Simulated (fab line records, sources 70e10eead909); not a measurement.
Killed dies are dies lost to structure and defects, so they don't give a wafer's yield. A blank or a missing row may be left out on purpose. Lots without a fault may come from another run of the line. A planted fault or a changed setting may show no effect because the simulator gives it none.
A struck lot beside a sound one | flow nand_harc | 43 steps out of a route of 1302
Sound: wafers L196.2, L196.3, L196.4. Struck: wafers L204.1, L204.4, L204.5. The cause comes at the end.
At each step with rows: each side's tool, then ch and its chambers, then its first start. Under that, the readings that differ: sound wafers | struck wafers | difference of the means | sigmas: that difference in standard deviations of wafers without a fault.
alike: readings whose means differ by less than 2 such deviations, and words and numbers that are the same on both sides. not compared: withheld readings, readings that some wafer has no value for, bounds like >300 that may hide the same value, and numbers for which the record gives no deviation and whose values overlap.
The two part at a step that has a row with sigmas, a row that says differs or no value, or rows on one side only. Numbers that don't overlap but have no deviation are shown without sigmas and don't part them. A reading that every wafer of one side lacks parts them only if that side has two wafers or more.

NHARC_A_CONTACT_ETCH_121: etches the open film in C4F8/O2/Ar, time 190 s, target depth 1850 nm.
  sound on har_cap_etch-02 ch 0,1, day 23 17:03; struck on har_cap_etch-02 ch 0,1, day 27 03:48
  not compared: rf_hours_counter_h
then, 2 steps without rows for these wafers: NHARC_A_CONTACT_ETCH_122 (etches the open film in C4F8/O2/Ar, time 190 s, target depth 1850 nm); NHARC_A_CONTACT_ETCH_123 (etches the open film in C4F8/O2/Ar, time 490 s, target depth 2110 nm).
NHARC_A_CONTACT_ETCH_90: etches the open film in CH3F/O2, target depth 40 nm, time 85.7 s.
  sound on rie_diel-03 ch 0,2,3, day 23 18:42; struck on rie_diel-11 ch 0,3, day 27 05:22
  alike: ch3f_flow_sccm, drypump_motor_current_A, oes_product_au, rf_vpp_V, showerhead_plenum_p_Torr, throttle_valve_pct
  not compared: rf_hours_counter_h
then, 1 step without rows for these wafers: NHARC_A_CONTACT_ETCH_96 (etches the open film in C4F6/O2, target depth 20 nm, time 10 s).
NHARC_A_CONTACT_CD_MEAS_53:
  sound on cd_sem-02, day 23 18:55; struck on cd_sem-01, day 27 05:36
  alike: cd_nm
then, 6 steps without rows for these wafers: NHARC_A_CONTACT_STRIP_99 (strips in N2/H2); NHARC_A_CONTACT_STRIP_100 (strips in CF4/CHF3); NHARC_A_CONTACT_STRIP_101 (strips in O2/COS); NHARC_A_CONTACT_ETCH_102 (etches the open film in CF4/O2, target depth 100 nm, overetch 10 nm, time 55 s); NHARC_A_CONTACT_STRIP_55 (strips in O2); NHARC_A_CONTACT_STRIP_56 (strips in post etch residue remover, time 600 s).
NHARC_A_CONTACT_DEP_57: deposits aC, target thk 5300 nm.
  sound on acl_dep-03 ch 0, day 23 21:07; struck on acl_dep-01 ch 0, day 27 06:36
  alike: throttle_valve_pct
NHARC_A_CONTACT_DEP_58: deposits SiON, target thk 90 nm.
  sound on pecvd-01 ch 1,2, day 23 23:52; struck on pecvd-01 ch 2, day 27 09:49
  alike: heater_power_w, showerhead_vpp_V
then, 10 steps without rows for these wafers: NHARC_A_CONTACT_DEHYDRATE_59 (time 120 s); NHARC_A_CONTACT_HMDS_60 (time 30 s); NHARC_A_CONTACT_COAT_61 (time 75 s); NHARC_A_CONTACT_COAT_62 (time 65 s); NHARC_A_CONTACT_COAT_63 (resist thk 90 nm); NHARC_A_CONTACT_SOFTBAKE_64 (time 55 s); NHARC_A_CONTACT_EBR_65; NHARC_A_CONTACT_EXPOSE_66 (exposes mask A CC 2); NHARC_A_CONTACT_PEB_67 (peb time 65 s); NHARC_A_CONTACT_DEVELOP_68 (develop time 35 s).
NHARC_A_CONTACT_CD_MEAS_69: target cd 300 nm.
  sound on cd_sem-03 ch 0, day 24 00:38; struck on cd_sem-01 ch 0, day 27 10:38
  alike: cd_nm
NHARC_A_CONTACT_OVL_MEAS_70:
  sound on overlay-02, day 24 00:43; struck on overlay-01, day 27 10:43
  alike: overlay_x_nm, overlay_y_nm
NHARC_A_CONTACT_INSPECT_71:
  sound on defect_inspect-02, day 24 00:45; struck on defect_inspect-02, day 27 10:46
  alike: raw_defect_count
then, 2 steps without rows for these wafers: NHARC_A_CONTACT_DESCUM_74 (chemistry O2, time 3 s); NHARC_A_CONTACT_ETCH_75 (etches the open film in CF4, target depth 39 nm, time 65 s).
NHARC_A_CONTACT_ETCH_76: etches the open film in N2/H2, target depth 260 nm, time 475.3 s.
  sound on rie_diel-11 ch 1,2,3; struck on rie_diel-11 ch 1,2,3
  alike: drypump_motor_current_A, oes_product_au, rf_vpp_V, showerhead_plenum_p_Torr, throttle_valve_pct
  not compared: rf_hours_counter_h
then, 9 steps without rows for these wafers: NHARC_A_CONTACT_ETCH_77 (etches the open film in CF4/CHF3, target depth 108.9 nm, time 54.5 s); NHARC_A_CONTACT_ETCH_78 (etches the open film in O2/COS, target depth 5300 nm, time 1378 s); NHARC_A_CONTACT_ETCH_124 (etches the open film in C4F8/O2/Ar, time 140 s, target depth 700 nm); NHARC_A_CONTACT_ETCH_125 (etches the open film in C4F8/O2/Ar, time 197 s, target depth 1918 nm); NHARC_A_CONTACT_ETCH_126 (etches the open film in C4F8/O2/Ar, time 197 s, target depth 1918 nm); NHARC_A_CONTACT_ETCH_127 (etches the open film in C4F8/O2/Ar, time 197 s, target depth 1918 nm); NHARC_A_CONTACT_ETCH_128 (etches the open film in C4F8/O2/Ar, time 197 s, target depth 1918 nm); NHARC_A_CONTACT_ETCH_129 (etches the open film in C4F8/O2/Ar, time 197 s, target depth 1918 nm); NHARC_A_CONTACT_ETCH_130 (etches the open film in C4F8/O2/Ar, time 197 s, target depth 1918 nm).
NHARC_A_CONTACT_ETCH_131: etches the open film in C4F8/O2/Ar, time 197 s, target depth 1918 nm.
  sound on har_cap_etch-03 ch 0,1, day 24 03:38; struck on har_cap_etch-03 ch 0,1, day 27 17:14
  not compared: rf_hours_counter_h
then, 2 steps without rows for these wafers: NHARC_A_CONTACT_ETCH_132 (etches the open film in C4F8/O2/Ar, time 197 s, target depth 1924 nm); NHARC_A_CONTACT_ETCH_133 (etches the open film in C4F8/O2/Ar, time 374 s, target depth 1610 nm).
-- the record jumps here: 2 days lie between the struck wafers' starts before and after (it left off in module A_CONTACT and takes up again in module END, whose first step shown is number 1302 of the route) --
NHARC_END_SORT_01:
  the record has rows for the struck wafers here (prober-02 ch 0, day 30 05:08) and none for the sound ones

WHERE THEY PART
Only at NHARC_END_SORT_01, within this record.

WHY: what the simulator had put in
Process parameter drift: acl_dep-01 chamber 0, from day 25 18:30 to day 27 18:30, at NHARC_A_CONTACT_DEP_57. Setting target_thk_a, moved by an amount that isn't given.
